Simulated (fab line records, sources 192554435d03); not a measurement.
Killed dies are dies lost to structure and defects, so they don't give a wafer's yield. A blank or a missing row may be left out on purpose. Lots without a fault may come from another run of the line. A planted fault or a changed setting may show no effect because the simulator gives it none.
fab line records | flow n5_finfet | part 2 of 2: steps 25 to 25 of 25
record lots=4 wafers=12 last_day=17
route steps=1938 shown FIN_SAQP@114 BEOL_M4@1111 PASSIVATION@1936
lots that met no fault: from a run of the same line without faults
start_h: hours from the record's first day to the start of the lot's first wafer shown | wait_h: hours since the lot's step before | " the same as in the row above | L1.1+2: a row that stands for several wafers | - no value, or no start given | * or withheld: withheld | < > ~ a bound
route shown NAME@n: a module of which the file shows steps, and the number in the route of the first | usual: mean/standard deviation of fault-free wafers | same: alike in all rows | chamber/n: place in a boat | sites: the reading at each site | _std_site: their standard deviation | _edge_site: outer sites' mean less inner sites' | radius_mm: how far each site lies from the wafer's centre | mask NAME#n: copy n | behind: the tool/chamber that last shaped the wafer | hold: why the lot was held/for how many hours/how that ended | device: the transistor (n, p or np) that didn't switch | end of line: the same wafers' tests at the end of the route | a step without rows: its recipe alone | killed: dies lost to structure and defects at the first sort, not the wafer's yield | map: a wafer's dies, x killed, . not, _ none there
set.NAME: the setting as run; set.NAME@STEP: as run at that earlier step | model.NAME: the simulator's own value behind a step, which no gauge read
lots at some steps of the route; a table a step, a row a wafer
services: from which hour (start_h, from the record's first day; less than 0 if before it) a tool's chamber was out of use, for how many hours, and why
## steps
# step N5_PASSIVATION_PROBE_49
# usual defect_limited_yield=91.0/1.4 killed_at_M0_to_M3=35/10 killed_at_M4_up=14/5.5 killed_at_contacts=13/5.6 killed_at_front_end=41/11 killed_at_other=4/3.4 killed_dies=106/16 killed_on_rim=13/4 killed_open=68/12 killed_short=35/7.3 sort_bin_5_function=5.3/0.89 sort_bin_6_memory=3.4/0.67 sort_bin_8_speed=0.01/0.11 sort_n_pass=1070/28 sort_yield_pct=90.7/2.4
# same gross_dies=1180 killed_at_back_side=0 sort_bin_4_leakage[%]=0
# columns lot.wafer tool chamber start_h wait_h defect_limited_yield[%] killed_at_M0_to_M3 killed_at_M4_up killed_at_contacts killed_at_front_end killed_at_other killed_dies killed_on_rim killed_open killed_short sort_bin_5_function[%] sort_bin_6_memory[%] sort_bin_8_speed[%] sort_n_pass sort_yield_pct[%]
L188.2 prober-02 - 304.68 0.1 0 32 13 16 1116 3 1180 152 60 33 96.9 2.7 0 0 0
L188.4 prober-02 - 304.78 0.2 0 37 4 11 1120 8 1180 152 66 28 96.9 3.1 0 0 0
L188.6 prober-02 - 304.88 0.3 0 49 10 20 1099 2 1180 152 81 42 95.7 3.7 0 0 0
L189.1 prober-02 - 307.32 0.0 0 19 13 15 1128 5 1180 152 74 38 96.1 3.6 0 0 0
L189.4 prober-02 - 307.47 0.2 0 32 7 17 1122 2 1180 152 58 36 96.4 3.2 0 0 0
L189.5 prober-02 - 307.52 0.2 0 35 3 11 1124 7 1180 152 54 43 97.1 2.4 0 0 0
L198.1 prober-01 - 373.34 0.0 91.4 33 7 19 41 1 101 9 65 34 5.3 2.8 0 1079 91.4
L198.2 prober-01 - 373.39 0.1 91.9 25 9 16 43 3 96 10 64 31 4.4 3.4 0 1084 91.9
L198.6 prober-01 - 373.59 0.3 90.8 19 14 26 49 1 109 9 71 37 5.6 3.2 0 1071 90.8
L201.1 prober-02 - 397.60 0.0 92.5 19 6 18 45 1 89 5 57 29 4.8 2.5 0.08 1090 92.4
L201.3 prober-02 - 397.70 0.1 88.4 56 19 11 42 9 137 13 94 41 5.9 5.3 0 1043 88.4
L201.4 prober-02 - 397.75 0.2 91.9 29 15 12 38 1 95 12 62 33 4.4 3.2 0 1085 91.9
# killed by level:class
L188.2 FIN_SAQP:area_etchback=1087 MOL_CONTACT_COAG:geometric_particle:open=11 BEOL_M1:geometric_particle:open=10 BEOL_M2:geometric_particle:open=7 BEOL_M4:geometric_particle:open=6 MOL_CONTACT_COAG:geometric_particle:short=5 FIN_SAQP:geometric_particle:open=4 GATE_CUT:geometric_particle:short=4
L188.4 FIN_SAQP:area_etchback=1086 MOL_CONTACT_COAG:geometric_particle:open=10 BEOL_M0_SAQP:geometric_particle:open=10 FIN_SAQP:geometric_particle:open=8 BEOL_M1:geometric_particle:open=8 BEOL_M2:geometric_particle:open=6 STI_FIN_REVEAL:geometric_particle:open=5 BEOL_M0_SAQP:geometric_particle:short=5
L188.6 FIN_SAQP:area_etchback=1055 MOL_CONTACT_COAG:geometric_particle:open=18 BEOL_M2:geometric_particle:open=15 FIN_SAQP:geometric_particle:open=11 BEOL_M1:geometric_particle:open=10 FIN_SAQP:geometric_particle:short=9 BEOL_M0_SAQP:geometric_particle:short=7 STI_FIN_REVEAL:geometric_particle:open=6
L189.1 FIN_SAQP:area_etchback=1066 FIN_SAQP:geometric_particle:short=14 STI_FIN_REVEAL:geometric_particle:open=13 MOL_CONTACT_COAG:geometric_particle:open=13 FIN_SAQP:geometric_particle:open=12 BEOL_M0_SAQP:geometric_particle:open=8 BEOL_M4:geometric_particle:open=6 BEOL_M0_SAQP:geometric_particle:short=6
L189.4 FIN_SAQP:area_etchback=1086 BEOL_M0_SAQP:geometric_particle:short=16 MOL_CONTACT_COAG:geometric_particle:open=15 BEOL_M0_SAQP:geometric_particle:open=12 STI_FIN_REVEAL:geometric_particle:open=8 FIN_SAQP:geometric_particle:short=7 GATE_CUT:geometric_particle:open=6 FIN_SAQP:geometric_particle:open=4
L189.5 FIN_SAQP:area_etchback=1080 BEOL_M0_SAQP:geometric_particle:short=15 MOL_CONTACT_COAG:geometric_particle:open=10 BEOL_M0_SAQP:geometric_particle:open=10 FIN_SAQP:geometric_particle:short=8 STI_FIN_REVEAL:geometric_particle:open=8 GATE_CUT:geometric_particle:short=7 FIN_SAQP:geometric_particle:open=6
L198.1 MOL_CONTACT_COAG:geometric_particle:open=14 FIN_SAQP:geometric_particle:open=10 BEOL_M0_SAQP:geometric_particle:open=9 STI_FIN_REVEAL:geometric_particle:open=8 BEOL_M0_SAQP:geometric_particle:short=7 ILD0:geometric_particle:open=5 BEOL_M2:geometric_particle:open=5 FIN_SAQP:geometric_particle:short=4
L198.2 BEOL_M0_SAQP:geometric_particle:short=13 FIN_SAQP:geometric_particle:open=12 MOL_CONTACT_COAG:geometric_particle:open=11 STI_FIN_REVEAL:geometric_particle:open=9 ILD0:geometric_particle:open=8 BEOL_M0_SAQP:geometric_particle:open=7 MOL_CONTACT_COAG:geometric_particle:short=5 BEOL_M4:geometric_particle:open=5
L198.6 MOL_CONTACT_COAG:geometric_particle:open=21 FIN_SAQP:geometric_particle:open=9 STI_FIN_REVEAL:geometric_particle:open=8 GATE_CUT:geometric_particle:short=6 FIN_SAQP:geometric_particle:short=5 MOL_CONTACT_COAG:geometric_particle:short=5 ILD0:geometric_particle:short=4 BEOL_M0_SAQP:geometric_particle:open=4
L201.1 MOL_CONTACT_COAG:geometric_particle:open=13 FIN_SAQP:geometric_particle:open=9 STI_FIN_REVEAL:geometric_particle:open=8 DUMMY_GATE:geometric_particle:open=6 BEOL_M0_SAQP:geometric_particle:short=6 FIN_SAQP:geometric_particle:short=5 GATE_CUT:geometric_particle:short=5 MOL_CONTACT_COAG:geometric_particle:short=4
L201.3 BEOL_M1:geometric_particle:open=12 BEOL_M0_SAQP:geometric_particle:open=10 BEOL_M3:geometric_particle:open=10 FIN_SAQP:geometric_particle:open=9 MOL_CONTACT_COAG:geometric_particle:open=9 BEOL_M2:geometric_particle:open=9 BEOL_M0_SAQP:geometric_particle:short=8 DUMMY_GATE:geometric_particle:open=8
L201.4 BEOL_M0_SAQP:geometric_particle:open=9 BEOL_M0_SAQP:geometric_particle:short=8 GATE_CUT:geometric_particle:short=7 MOL_CONTACT_COAG:geometric_particle:open=7 FIN_SAQP:geometric_particle:open=6 STI_FIN_REVEAL:geometric_particle:open=6 BEOL_M4:geometric_particle:open=6 MOL_CONTACT_COAG:geometric_particle:short=5
# map L188.2 (x killed, . not)
_________________xxxxxxxxxxxx________________
______________xxxxxxxxxxxxxxxxxx_____________
___________xxxxxxxxxxxxxxxxxxxxxxxx__________
__________xxxxxxxxxxxxxxxxxxxxxxxxxx_________
________xxxxxxxxxxxxxxxxxxxxxxxxxxxxxx_______
_______xxxxxxxxxxxxxxxxxxxxxxxxxxxxxxxx______
______xxxxxxxxxxxxxxxxxxxxxxxxxxxxxxxxxx_____
_____xxxxxxxxxxxxxxxxxxxxxxxxxxxxxxxxxxxx____
____xxxxxxxxxxxxxxxxxxxxxxxxxxxxxxxxxxxxxx___
___xxxxxxxxxxxxxxxxxxxxxxxxxxxxxxxxxxxxxxxx__
___xxxxxxxxxxxxxxxxxxxxxxxxxxxxxxxxxxxxxxxx__
__xxxxxxxxxxxxxxxxxxxxxxxxxxxxxxxxxxxxxxxxxx_
__xxxxxxxxxxxxxxxxxxxxxxxxxxxxxxxxxxxxxxxxxx_
_xxxxxxxxxxxxxxxxxxxxxxxxxxxxxxxxxxxxxxxxxxxx
_xxxxxxxxxxxxxxxxxxxxxxxxxxxxxxxxxxxxxxxxxxxx
_xxxxxxxxxxxxxxxxxxxxxxxxxxxxxxxxxxxxxxxxxxxx
_xxxxxxxxxxxxxxxxxxxxxxxxxxxxxxxxxxxxxxxxxxxx
_xxxxxxxxxxxxxxxxxxxxxxxxxxxxxxxxxxxxxxxxxxxx
_xxxxxxxxxxxxxxxxxxxxxxxxxxxxxxxxxxxxxxxxxxxx
_xxxxxxxxxxxxxxxxxxxxxxxxxxxxxxxxxxxxxxxxxxxx
_xxxxxxxxxxxxxxxxxxxxxxxxxxxxxxxxxxxxxxxxxxxx
__xxxxxxxxxxxxxxxxxxxxxxxxxxxxxxxxxxxxxxxxxx_
__xxxxxxxxxxxxxxxxxxxxxxxxxxxxxxxxxxxxxxxxxx_
___xxxxxxxxxxxxxxxxxxxxxxxxxxxxxxxxxxxxxxxx__
___xxxxxxxxxxxxxxxxxxxxxxxxxxxxxxxxxxxxxxxx__
____xxxxxxxxxxxxxxxxxxxxxxxxxxxxxxxxxxxxxx___
_____xxxxxxxxxxxxxxxxxxxxxxxxxxxxxxxxxxxx____
______xxxxxxxxxxxxxxxxxxxxxxxxxxxxxxxxxx_____
_______xxxxxxxxxxxxxxxxxxxxxxxxxxxxxxxx______
________xxxxxxxxxxxxxxxxxxxxxxxxxxxxxx_______
__________xxxxxxxxxxxxxxxxxxxxxxxxxx_________
___________xxxxxxxxxxxxxxxxxxxxxxxx__________
______________xxxxxxxxxxxxxxxxxx_____________
_________________xxxxxxxxxxxx________________
# map L189.1 (x killed, . not)
_________________xxxxxxxxxxxx________________
______________xxxxxxxxxxxxxxxxxx_____________
___________xxxxxxxxxxxxxxxxxxxxxxxx__________
__________xxxxxxxxxxxxxxxxxxxxxxxxxx_________
________xxxxxxxxxxxxxxxxxxxxxxxxxxxxxx_______
_______xxxxxxxxxxxxxxxxxxxxxxxxxxxxxxxx______
______xxxxxxxxxxxxxxxxxxxxxxxxxxxxxxxxxx_____
_____xxxxxxxxxxxxxxxxxxxxxxxxxxxxxxxxxxxx____
____xxxxxxxxxxxxxxxxxxxxxxxxxxxxxxxxxxxxxx___
___xxxxxxxxxxxxxxxxxxxxxxxxxxxxxxxxxxxxxxxx__
___xxxxxxxxxxxxxxxxxxxxxxxxxxxxxxxxxxxxxxxx__
__xxxxxxxxxxxxxxxxxxxxxxxxxxxxxxxxxxxxxxxxxx_
__xxxxxxxxxxxxxxxxxxxxxxxxxxxxxxxxxxxxxxxxxx_
_xxxxxxxxxxxxxxxxxxxxxxxxxxxxxxxxxxxxxxxxxxxx
_xxxxxxxxxxxxxxxxxxxxxxxxxxxxxxxxxxxxxxxxxxxx
_xxxxxxxxxxxxxxxxxxxxxxxxxxxxxxxxxxxxxxxxxxxx
_xxxxxxxxxxxxxxxxxxxxxxxxxxxxxxxxxxxxxxxxxxxx
_xxxxxxxxxxxxxxxxxxxxxxxxxxxxxxxxxxxxxxxxxxxx
_xxxxxxxxxxxxxxxxxxxxxxxxxxxxxxxxxxxxxxxxxxxx
_xxxxxxxxxxxxxxxxxxxxxxxxxxxxxxxxxxxxxxxxxxxx
_xxxxxxxxxxxxxxxxxxxxxxxxxxxxxxxxxxxxxxxxxxxx
__xxxxxxxxxxxxxxxxxxxxxxxxxxxxxxxxxxxxxxxxxx_
__xxxxxxxxxxxxxxxxxxxxxxxxxxxxxxxxxxxxxxxxxx_
___xxxxxxxxxxxxxxxxxxxxxxxxxxxxxxxxxxxxxxxx__
___xxxxxxxxxxxxxxxxxxxxxxxxxxxxxxxxxxxxxxxx__
____xxxxxxxxxxxxxxxxxxxxxxxxxxxxxxxxxxxxxx___
_____xxxxxxxxxxxxxxxxxxxxxxxxxxxxxxxxxxxx____
______xxxxxxxxxxxxxxxxxxxxxxxxxxxxxxxxxx_____
_______xxxxxxxxxxxxxxxxxxxxxxxxxxxxxxxx______
________xxxxxxxxxxxxxxxxxxxxxxxxxxxxxx_______
__________xxxxxxxxxxxxxxxxxxxxxxxxxx_________
___________xxxxxxxxxxxxxxxxxxxxxxxx__________
______________xxxxxxxxxxxxxxxxxx_____________
_________________xxxxxxxxxxxx________________
## services
# columns tool chamber start_h hours kind
rie_si-06 2 27.66 - clean
rie_si-06 2 27.66 - consumable_replace:focus_ring
rie_diel-01 0 36.21 7.6 repair
rie_diel-01 2 37.04 3.7 repair
rie_diel-01 3 40.19 5.7 repair
rie_diel-01 - 51.33 2.8 pm
rie_diel-05 0 57.28 - clean
rie_diel-05 0 57.28 - consumable_replace:focus_ring
rie_diel-05 0 57.28 19.6 scheduled_down
rie_diel-05 0 57.28 19.6 vent_cycle
rie_diel-03 - 57.49 2.8 pm
rie_si-05 2 65.76 9.9 repair
rie_diel-05 2 79.97 7.6 repair
rie_diel-01 3 91.95 1.8 repair
rie_si-03 3 98.87 5.6 repair
rie_diel-03 3 102.94 20.2 repair
rie_diel-05 3 103.52 - clean
rie_diel-05 3 103.52 - consumable_replace:focus_ring
rie_diel-05 3 103.52 14.9 scheduled_down
rie_diel-05 3 103.52 14.9 vent_cycle
rie_diel-03 2 110.03 1.3 repair
rie_diel-03 - 114.49 14.6 pm
rie_diel-01 3 120.80 2.2 repair
rie_diel-01 1 123.00 5.2 repair
## key
first_sign step=N5_FIN_SAQP_SPACER1_ETCHBACK_25 reading=tool_record direction=missing
effect step=N5_FIN_SAQP_MANDREL1_REMOVE_56 reading=oes_product_au direction=down sigmas=38 usual=0.998 struck=0.374
effect step=N5_FIN_SAQP_CD_MEAS_27 reading=cd_nm direction=missing
effect step=N5_FIN_SAQP_ETCH_57 reading=etch_rf_on_time_s direction=up sigmas=65 usual=* struck=*
effect step=N5_FIN_SAQP_MANDREL_ETCH_58 reading=oes_product_au direction=down sigmas=28 usual=0.698 struck=0.318
effect step=N5_FIN_SAQP_ETCH_69 reading=oes_product_au direction=down sigmas=5.9 usual=0.75 struck=0.26
effect step=N5_FIN_SAQP_ETCH_67 reading=oes_product_au direction=down sigmas=5.7 usual=0.76 struck=0.27
effect step=N5_PASSIVATION_PROBE_49 reading=sort_bin_5_function direction=up sigmas=99+ usual=5.3 struck=96.5
model_effect step=N5_FIN_SAQP_SPACER1_ETCHBACK_25 value=SiO2_of_FIN_SAQP_SPACER1_ALD_24.thk_nm without=0 struck=20.3
more_kills_born_at N5_FIN_SAQP_SPACER1_ETCHBACK_25@rie_diel-03=3232 N5_FIN_SAQP_SPACER1_ETCHBACK_25@rie_diel-05=3228
met_at N5_FIN_SAQP_SPACER1_ETCHBACK_25
struck_wafers L188.2,L188.4,L188.6,L189.1,L189.4,L189.5
later_rows_left_out L188.2,L188.4,L188.6,L189.1,L189.4,L189.5
fault kind=skipped_step_whole tool=rie_diel-03,rie_diel-05 chamber=- onset_h=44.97 steps=N5_FIN_SAQP_SPACER1_ETCHBACK_25 scope=struck_lots_only
# later_rows_left_out: the simulator's readings of these wafers behind a module that went badly wrong aren't trusted and aren't shown, but for the sort
